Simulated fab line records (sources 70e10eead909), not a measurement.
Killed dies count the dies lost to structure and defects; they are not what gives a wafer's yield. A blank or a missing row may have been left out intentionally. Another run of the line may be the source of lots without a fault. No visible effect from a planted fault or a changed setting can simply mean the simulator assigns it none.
Chamber matching / flow nand_harc / 4 sister chambers for NHARC_A_CONTACT_ETCH_48 on rie_diel-04
The step etches the open film in CF4, target depth 39 nm, time 65 s. 16 wafers are shown with their chamber, then 8 later ones without.

== WAFERS WITH THEIR CHAMBER ==
wafer=L077.4; chamber=3; rf_vpp_V (V)=151.8; rf_fwd_power_W (W)=296.1; oes_product_au (a.u.)=1.008
wafer=L077.5; chamber=0; rf_vpp_V (V)=151.3; rf_fwd_power_W (W)=297.6; oes_product_au (a.u.)=0.998
wafer=L077.6; chamber=1; rf_vpp_V (V)=150.6; rf_fwd_power_W (W)=297.4; oes_product_au (a.u.)=0.998
wafer=L084.2; chamber=2; rf_vpp_V (V)=150.1; rf_fwd_power_W (W)=299.9; oes_product_au (a.u.)=1.001
wafer=L084.4; chamber=0; rf_vpp_V (V)=149.5; rf_fwd_power_W (W)=295.7; oes_product_au (a.u.)=1.005
wafer=L084.6; chamber=1; rf_vpp_V (V)=151.7; rf_fwd_power_W (W)=296.9; oes_product_au (a.u.)=0.989
wafer=L086.3; chamber=2; rf_vpp_V (V)=149.9; rf_fwd_power_W (W)=297.5; oes_product_au (a.u.)=0.994
wafer=L086.4; chamber=1; rf_vpp_V (V)=151.9; rf_fwd_power_W (W)=298.2; oes_product_au (a.u.)=0.988
wafer=L086.6; chamber=2; rf_vpp_V (V)=148.8; rf_fwd_power_W (W)=297.9; oes_product_au (a.u.)=1.005
wafer=L087.3; chamber=1; rf_vpp_V (V)=152.9; rf_fwd_power_W (W)=295.8; oes_product_au (a.u.)=1.001
wafer=L087.4; chamber=0; rf_vpp_V (V)=150.7; rf_fwd_power_W (W)=297.6; oes_product_au (a.u.)=0.991
wafer=L087.6; chamber=1; rf_vpp_V (V)=151.2; rf_fwd_power_W (W)=297.7; oes_product_au (a.u.)=0.989
wafer=L090.2; chamber=1; rf_vpp_V (V)=150.4; rf_fwd_power_W (W)=298.1; oes_product_au (a.u.)=0.994
wafer=L090.3; chamber=3; rf_vpp_V (V)=152.0; rf_fwd_power_W (W)=296.2; oes_product_au (a.u.)=0.996
wafer=L090.5; chamber=3; rf_vpp_V (V)=151.9; rf_fwd_power_W (W)=297.3; oes_product_au (a.u.)=0.999
wafer=L091.3; chamber=0; rf_vpp_V (V)=150.0; rf_fwd_power_W (W)=297.0; oes_product_au (a.u.)=1.005

SIGNATURES (means of the wafers above)
reading=rf_vpp_V; chamber 0=150.375; chamber 1=151.450; chamber 2=149.600; chamber 3=151.900; scatter within a chamber=0.77
reading=rf_fwd_power_W; chamber 0=296.975; chamber 1=297.350; chamber 2=298.433; chamber 3=296.533; scatter within a chamber=0.941
reading=oes_product_au; chamber 0=0.99975; chamber 1=0.99317; chamber 2=1.00000; chamber 3=1.00100; scatter within a chamber=0.00593
Rule: for a wafer and a chamber, the distance is found by dividing, reading by reading, the gap between the wafer's reading and the chamber's mean by the reading's scatter, squaring, summing and taking the root. If the next closest chamber is less than 2 further off than the closest, the wafer can't be placed; otherwise it belongs to the closest. The scatter is the square root of a quotient: the sum, over the shown wafers, of each reading's squared deviation from its chamber's mean, divided by wafers minus chambers.

== WAFERS WHOSE CHAMBER IS MISSING ==
wafer=L091.4; rf_vpp_V (V)=152.3; rf_fwd_power_W (W)=298.5; oes_product_au (a.u.)=0.996
wafer=L091.6; rf_vpp_V (V)=151.9; rf_fwd_power_W (W)=296.7; oes_product_au (a.u.)=0.999
wafer=L093.4; rf_vpp_V (V)=152.1; rf_fwd_power_W (W)=297.9; oes_product_au (a.u.)=0.985
wafer=L093.5; rf_vpp_V (V)=152.1; rf_fwd_power_W (W)=300.1; oes_product_au (a.u.)=0.996
wafer=L093.6; rf_vpp_V (V)=148.6; rf_fwd_power_W (W)=296.6; oes_product_au (a.u.)=1.001
wafer=L097.1; rf_vpp_V (V)=152.0; rf_fwd_power_W (W)=299.3; oes_product_au (a.u.)=0.997
wafer=L097.2; rf_vpp_V (V)=152.8; rf_fwd_power_W (W)=299.3; oes_product_au (a.u.)=1.002
wafer=L097.5; rf_vpp_V (V)=151.5; rf_fwd_power_W (W)=298.1; oes_product_au (a.u.)=0.999

== EACH ONE'S CHAMBER ==
wafer=L091.4; from the rows above=can't be placed: 1 or 3 or 0 or 2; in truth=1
wafer=L091.6; from the rows above=can't be placed: 3 or 1 or 0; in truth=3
wafer=L093.4; from the rows above=can't be placed: 1 or 3 or 0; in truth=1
wafer=L093.5; from the rows above=can't be placed: 1 or 2 or 3 or 0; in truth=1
wafer=L093.6; from the rows above=can't be placed: 0 or 2 or 1 or 3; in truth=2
wafer=L097.1; from the rows above=can't be placed: 1 or 3 or 0 or 2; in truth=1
wafer=L097.2; from the rows above=can't be placed: 1 or 3 or 0 or 2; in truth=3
wafer=L097.5; from the rows above=can't be placed: 1 or 3 or 0 or 2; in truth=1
Correctly placed: 0 of 8. Not placeable from these rows: 8 (in 8, the candidates include the true chamber). Number placed wrongly: 0.
